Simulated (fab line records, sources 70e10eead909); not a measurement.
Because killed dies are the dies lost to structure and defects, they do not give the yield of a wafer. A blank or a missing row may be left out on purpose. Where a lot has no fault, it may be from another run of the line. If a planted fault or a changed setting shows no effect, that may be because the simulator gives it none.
Which of the tools did it? || flow nand harc || 37 wafers from 13 lots sampled at 6 of the route's 1159 steps

== WHAT THE GAUGES SHOWED, per wafer ==
NHARC_A_CHANNEL_FILL_D1_INSPECT_13.
{"lot": "L366", "measured": "day 10 18:43", "on": "defect inspect-01", "raw defect count": "256 250 312"}
{"lot": "L368", "measured": "day 10 18:44", "on": "defect inspect-02", "raw defect count": "330 408 371"}
{"lot": "L367", "measured": "day 10 18:53", "on": "defect inspect-02", "raw defect count": "586 312 576"}
{"lot": "L374", "measured": "day 12 18:01", "on": "defect inspect-02", "raw defect count": "1131 1130"}
{"lot": "L380", "measured": "day 14 00:19", "on": "defect inspect-01", "raw defect count": "255 216 318"}
{"lot": "L381", "measured": "day 14 15:29", "on": "defect inspect-02", "raw defect count": "309 178 231"}
{"lot": "L379", "measured": "day 14 15:39", "on": "defect inspect-01", "raw defect count": "332 506 276"}
{"lot": "L384", "measured": "day 15 06:59", "on": "defect inspect-01", "raw defect count": "208 166 179"}
{"lot": "L385", "measured": "day 15 06:50", "on": "defect inspect-02", "raw defect count": "517 296 491"}
{"lot": "L387", "measured": "day 15 10:44", "on": "defect inspect-02", "raw defect count": "689 430 328"}
{"lot": "L386", "measured": "day 15 10:54", "on": "defect inspect-01", "raw defect count": "208 204 166"}
{"lot": "L388", "measured": "day 16 10:39", "on": "defect inspect-01", "raw defect count": "256 631 138"}
{"lot": "L389", "measured": "day 16 19:31", "on": "defect inspect-01", "raw defect count": "218 314 370"}

NHARC_END_SORT_01.
{"lot": "L374", "measured": "day 21 18:26", "on": "prober-01", "killed at array": 514, "killed at other": 1, "killed at periphery": 1, "killed dies": 516, "killed open": 0, "killed short": 1}

== WHICH TOOL RAN EACH LOT (tool, then ch and the chambers of the sampled wafers, then the start) ==
{"lot": "L366", "NHARC_A_CHANNEL_FILL_D1_ALD_14": "ald hk-02 ch 1,2,3, day 9 01:46", "NHARC_A_CHANNEL_FILL_D1_ETCHBACK_20": "rie diel-13 ch 0,2,3, day 9 18:47", "NHARC_A_CHANNEL_FILL_D1_ALD_25": "ald hk-01 ch 1,2, day 10 06:38", "NHARC_A_CHANNEL_FILL_D1_CMP_10": "cmp-03 ch 1,2,3, day 10 18:08"}
{"lot": "L368", "NHARC_A_CHANNEL_FILL_D1_ALD_14": "ald hk-02 ch 0,3, day 9 02:51", "NHARC_A_CHANNEL_FILL_D1_ETCHBACK_20": "rie diel-09 ch 0,1,2, day 9 18:46", "NHARC_A_CHANNEL_FILL_D1_ALD_25": "ald hk-04 ch 0,1,2, day 10 07:23", "NHARC_A_CHANNEL_FILL_D1_CMP_10": "cmp-01 ch 1,3, day 10 18:08"}
{"lot": "L367", "NHARC_A_CHANNEL_FILL_D1_ALD_14": "ald hk-02 ch 1,2,3, day 9 03:11", "NHARC_A_CHANNEL_FILL_D1_ETCHBACK_20": "rie diel-10 ch 2,3, day 9 18:46", "NHARC_A_CHANNEL_FILL_D1_ALD_25": "ald hk-02 ch 0,1, day 10 06:40", "NHARC_A_CHANNEL_FILL_D1_CMP_10": "cmp-04 ch 0,1,2, day 10 18:09"}
{"lot": "L374", "NHARC_A_CHANNEL_FILL_D1_ALD_14": "ald hk-04 ch 2, day 11 00:41", "NHARC_A_CHANNEL_FILL_D1_ETCHBACK_20": "rie diel-13 ch 0, day 11 18:26", "NHARC_A_CHANNEL_FILL_D1_ALD_25": "ald hk-04 ch 1, day 12 06:38", "NHARC_A_CHANNEL_FILL_D1_CMP_10": "cmp-04 ch 1, day 12 17:25"}
{"lot": "L380", "NHARC_A_CHANNEL_FILL_D1_ALD_14": "ald hk-01 ch 2,3, day 12 06:22", "NHARC_A_CHANNEL_FILL_D1_ETCHBACK_20": "rie diel-13 ch 0,3, day 13 00:47", "NHARC_A_CHANNEL_FILL_D1_ALD_25": "ald hk-02 ch 0,1, day 13 12:17", "NHARC_A_CHANNEL_FILL_D1_CMP_10": "cmp-03 ch 0,1,3, day 13 23:46"}
{"lot": "L381", "NHARC_A_CHANNEL_FILL_D1_ALD_14": "ald hk-04 ch 0,1,3, day 12 20:58", "NHARC_A_CHANNEL_FILL_D1_ETCHBACK_20": "rie diel-10 ch 0,1,3, day 13 14:06", "NHARC_A_CHANNEL_FILL_D1_ALD_25": "ald hk-01 ch 1,3, day 14 04:05", "NHARC_A_CHANNEL_FILL_D1_CMP_10": "cmp-01 ch 0,1,2, day 14 14:53"}
{"lot": "L379", "NHARC_A_CHANNEL_FILL_D1_ALD_14": "ald hk-04 ch 0,1,2, day 13 01:13", "NHARC_A_CHANNEL_FILL_D1_ETCHBACK_20": "rie diel-10 ch 0,1,3, day 13 18:22", "NHARC_A_CHANNEL_FILL_D1_ALD_25": "ald hk-02 ch 0,2,3, day 14 05:43", "NHARC_A_CHANNEL_FILL_D1_CMP_10": "cmp-03 ch 1,2,3, day 14 14:58"}
{"lot": "L384", "NHARC_A_CHANNEL_FILL_D1_ALD_14": "ald hk-01 ch 0,1,2, day 13 13:29", "NHARC_A_CHANNEL_FILL_D1_ETCHBACK_20": "rie diel-10 ch 0,2,3, day 14 06:51", "NHARC_A_CHANNEL_FILL_D1_ALD_25": "ald hk-04 ch 0,1,2, day 14 18:41", "NHARC_A_CHANNEL_FILL_D1_CMP_10": "cmp-04 ch 1,2,3, day 15 06:10"}
{"lot": "L385", "NHARC_A_CHANNEL_FILL_D1_ALD_14": "ald hk-01 ch 0,1,2, day 13 13:44", "NHARC_A_CHANNEL_FILL_D1_ETCHBACK_20": "rie diel-13 ch 0,3, day 14 06:50", "NHARC_A_CHANNEL_FILL_D1_ALD_25": "ald hk-01 ch 0,1, day 14 19:18", "NHARC_A_CHANNEL_FILL_D1_CMP_10": "cmp-03 ch 0,1,2, day 15 06:11"}
{"lot": "L387", "NHARC_A_CHANNEL_FILL_D1_ALD_14": "ald hk-01 ch 0,1,3, day 13 17:40", "NHARC_A_CHANNEL_FILL_D1_ETCHBACK_20": "rie diel-13 ch 0,2,3, day 14 10:42", "NHARC_A_CHANNEL_FILL_D1_ALD_25": "ald hk-01 ch 0,3, day 14 23:29", "NHARC_A_CHANNEL_FILL_D1_CMP_10": "cmp-03 ch 2,3, day 15 10:08"}
{"lot": "L386", "NHARC_A_CHANNEL_FILL_D1_ALD_14": "ald hk-01 ch 2,3, day 13 17:49", "NHARC_A_CHANNEL_FILL_D1_ETCHBACK_20": "rie diel-10 ch 0,3, day 14 10:41", "NHARC_A_CHANNEL_FILL_D1_ALD_25": "ald hk-04 ch 0,3, day 14 22:37", "NHARC_A_CHANNEL_FILL_D1_CMP_10": "cmp-01 ch 1,2, day 15 10:08"}
{"lot": "L388", "NHARC_A_CHANNEL_FILL_D1_ALD_14": "ald hk-02 ch 0,1,2, day 14 14:13", "NHARC_A_CHANNEL_FILL_D1_ETCHBACK_20": "rie diel-10 ch 0,1,3, day 15 10:33", "NHARC_A_CHANNEL_FILL_D1_ALD_25": "ald hk-02 ch 0,1,3, day 15 22:56", "NHARC_A_CHANNEL_FILL_D1_CMP_10": "cmp-01 ch 0,1,2, day 16 10:02"}
{"lot": "L389", "NHARC_A_CHANNEL_FILL_D1_ALD_14": "ald hk-02 ch 0,2,3, day 15 02:14", "NHARC_A_CHANNEL_FILL_D1_ETCHBACK_20": "rie diel-13 ch 1,2, day 15 19:20", "NHARC_A_CHANNEL_FILL_D1_ALD_25": "ald hk-02 ch 0,1,2, day 16 07:07", "NHARC_A_CHANNEL_FILL_D1_CMP_10": "cmp-03 ch 0,1,2, day 16 18:41"}
- NHARC_A_CHANNEL_FILL_D1_ALD_14: deposits SiO2, target thk 2.5 nm, pulse time 10 s, ald cycles 25.
- NHARC_A_CHANNEL_FILL_D1_ETCHBACK_20: etches the open film in C4F8/O2/Ar, target depth 27 nm, time 13.5 s.
- NHARC_A_CHANNEL_FILL_D1_ALD_25: deposits SiOx, target thk 60 nm, pulse time 10 s, ald cycles 600.
- NHARC_A_CHANNEL_FILL_D1_CMP_10: polishes, target thk 150 nm.

== AS READ BY THE TOOLS THEMSELVES (means over the sampled wafers that have a number; for cases with no such wafer, the mark the record gives instead) ==
NHARC_A_CHANNEL_FILL_D1_ALD_14.
{"lot": "L366", "tool": "ald hk-02", "heater power w (W)": 478, "precursor pulse height rel": 1.012}
{"lot": "L368", "tool": "ald hk-02", "heater power w (W)": 481, "precursor pulse height rel": 1.003}
{"lot": "L367", "tool": "ald hk-02", "heater power w (W)": 479, "precursor pulse height rel": 1.014}
{"lot": "L374", "tool": "ald hk-04", "heater power w (W)": 429, "precursor pulse height rel": 1.016}
{"lot": "L380", "tool": "ald hk-01", "heater power w (W)": 505, "precursor pulse height rel": 0.974}
{"lot": "L381", "tool": "ald hk-04", "heater power w (W)": 494, "precursor pulse height rel": 0.998}
{"lot": "L379", "tool": "ald hk-04", "heater power w (W)": 491, "precursor pulse height rel": 0.998}
{"lot": "L384", "tool": "ald hk-01", "heater power w (W)": 493, "precursor pulse height rel": 0.991}
{"lot": "L385", "tool": "ald hk-01", "heater power w (W)": 488, "precursor pulse height rel": 0.993}
{"lot": "L387", "tool": "ald hk-01", "heater power w (W)": 477, "precursor pulse height rel": 0.989}
{"lot": "L386", "tool": "ald hk-01", "heater power w (W)": 516, "precursor pulse height rel": 1.003}
{"lot": "L388", "tool": "ald hk-02", "heater power w (W)": 517, "precursor pulse height rel": 0.991}
{"lot": "L389", "tool": "ald hk-02", "heater power w (W)": 500, "precursor pulse height rel": 1.005}

NHARC_A_CHANNEL_FILL_D1_ETCHBACK_20.
{"lot": "L366", "tool": "rie diel-13", "oes product au (a.u.)": 0.93, "rf vpp V (V)": 979}
{"lot": "L368", "tool": "rie diel-09", "oes product au (a.u.)": 0.92, "rf vpp V (V)": 971}
{"lot": "L367", "tool": "rie diel-10", "oes product au (a.u.)": 0.94, "rf vpp V (V)": 982}
{"lot": "L374", "tool": "rie diel-13", "oes product au (a.u.)": 0.95, "rf vpp V (V)": 980}
{"lot": "L380", "tool": "rie diel-13", "oes product au (a.u.)": 0.99, "rf vpp V (V)": 980}
{"lot": "L381", "tool": "rie diel-10", "oes product au (a.u.)": 0.93, "rf vpp V (V)": 974}
{"lot": "L379", "tool": "rie diel-10", "oes product au (a.u.)": 0.93, "rf vpp V (V)": 975}
{"lot": "L384", "tool": "rie diel-10", "oes product au (a.u.)": 0.94, "rf vpp V (V)": 979}
{"lot": "L385", "tool": "rie diel-13", "oes product au (a.u.)": 0.99, "rf vpp V (V)": 980}
{"lot": "L387", "tool": "rie diel-13", "oes product au (a.u.)": 1.00, "rf vpp V (V)": 979}
{"lot": "L386", "tool": "rie diel-10", "oes product au (a.u.)": 0.94, "rf vpp V (V)": 974}
{"lot": "L388", "tool": "rie diel-10", "oes product au (a.u.)": 0.93, "rf vpp V (V)": 975}
{"lot": "L389", "tool": "rie diel-13", "oes product au (a.u.)": 1.00, "rf vpp V (V)": 976}

NHARC_A_CHANNEL_FILL_D1_ALD_25.
{"lot": "L366", "tool": "ald hk-01", "heater power w (W)": 504, "precursor pulse height rel": 1.018}
{"lot": "L368", "tool": "ald hk-04", "heater power w (W)": 483, "precursor pulse height rel": 1.020}
{"lot": "L367", "tool": "ald hk-02", "heater power w (W)": 515, "precursor pulse height rel": 0.988}
{"lot": "L374", "tool": "ald hk-04", "heater power w (W)": 428, "precursor pulse height rel": 1.007}
{"lot": "L380", "tool": "ald hk-02", "heater power w (W)": 547, "precursor pulse height rel": 0.997}
{"lot": "L381", "tool": "ald hk-01", "heater power w (W)": 487, "precursor pulse height rel": 0.983}
{"lot": "L379", "tool": "ald hk-02", "heater power w (W)": 505, "precursor pulse height rel": 1.006}
{"lot": "L384", "tool": "ald hk-04", "heater power w (W)": 486, "precursor pulse height rel": 0.995}
{"lot": "L385", "tool": "ald hk-01", "heater power w (W)": 472, "precursor pulse height rel": 1.000}
{"lot": "L387", "tool": "ald hk-01", "heater power w (W)": 443, "precursor pulse height rel": 0.971}
{"lot": "L386", "tool": "ald hk-04", "heater power w (W)": 518, "precursor pulse height rel": 0.997}
{"lot": "L388", "tool": "ald hk-02", "heater power w (W)": 505, "precursor pulse height rel": 0.995}
{"lot": "L389", "tool": "ald hk-02", "heater power w (W)": 525, "precursor pulse height rel": 1.003}

NHARC_A_CHANNEL_FILL_D1_CMP_10.
{"lot": "L366", "tool": "cmp-03", "motor current A (A)": 12.6, "time to endpoint s (s)": 14.3}
{"lot": "L368", "tool": "cmp-01", "motor current A (A)": 12.9, "time to endpoint s (s)": 13.7}
{"lot": "L367", "tool": "cmp-04", "motor current A (A)": 11.4, "time to endpoint s (s)": 16.9}
{"lot": "L374", "tool": "cmp-04", "motor current A (A)": 11.5, "time to endpoint s (s)": 18.7}
{"lot": "L380", "tool": "cmp-03", "motor current A (A)": 12.0, "time to endpoint s (s)": 13.2}
{"lot": "L381", "tool": "cmp-01", "motor current A (A)": 12.1, "time to endpoint s (s)": 11.9}
{"lot": "L379", "tool": "cmp-03", "motor current A (A)": 11.8, "time to endpoint s (s)": 15.7}
{"lot": "L384", "tool": "cmp-04", "motor current A (A)": 11.6, "time to endpoint s (s)": 13.3}
{"lot": "L385", "tool": "cmp-03", "motor current A (A)": 12.1, "time to endpoint s (s)": 13.8}
{"lot": "L387", "tool": "cmp-03", "motor current A (A)": 11.4, "time to endpoint s (s)": 15.0}
{"lot": "L386", "tool": "cmp-01", "motor current A (A)": 12.5, "time to endpoint s (s)": 13.2}
{"lot": "L388", "tool": "cmp-01", "motor current A (A)": 12.1, "time to endpoint s (s)": 14.0}
{"lot": "L389", "tool": "cmp-03", "motor current A (A)": 11.9, "time to endpoint s (s)": 15.7}

== THE ANSWER, worked out from the rows above alone ==
Rule: the usual values come from the lots themselves. Put in order of their means at a reading, lots are off if they are a third of the lots or fewer, leave a main group of 4 or more, and stand apart from it by a gap of 3 or more times the standard deviation of the main group's means; of several such gaps the widest counts. The tables above print the reading to a certain number of digits; a main group whose means all agree to those digits is not used. Also off: a lot with no number at a reading for which 4 or more lots have one. Where the step has rows for the other lots, those lots are counted as sound. First the gauges in route order, then the tools' own readings, where a lot's mean is used as printed above. The first step at which some lot is off is used, and at that step the reading that is off furthest; a lot without a number counts as furthest.
Off: L374, at NHARC_A_CHANNEL_FILL_D1_INSPECT_13 (raw defect count). Main group: mean 329, sd 1e+02.
A tool fits if, at a process step before that reading, it ran every lot that is off, and no sound lot after the first of them. Not tried: the gauges at NHARC_A_CHANNEL_FILL_D1_INSPECT_13; whatever is off there is also off at NHARC_A_CHANNEL_FILL_D1_ALD_14, on other tools, and gauge error can't account for it. Of those tried, none fits.

== WHAT WAS PUT IN BY THE SIMULATOR ==
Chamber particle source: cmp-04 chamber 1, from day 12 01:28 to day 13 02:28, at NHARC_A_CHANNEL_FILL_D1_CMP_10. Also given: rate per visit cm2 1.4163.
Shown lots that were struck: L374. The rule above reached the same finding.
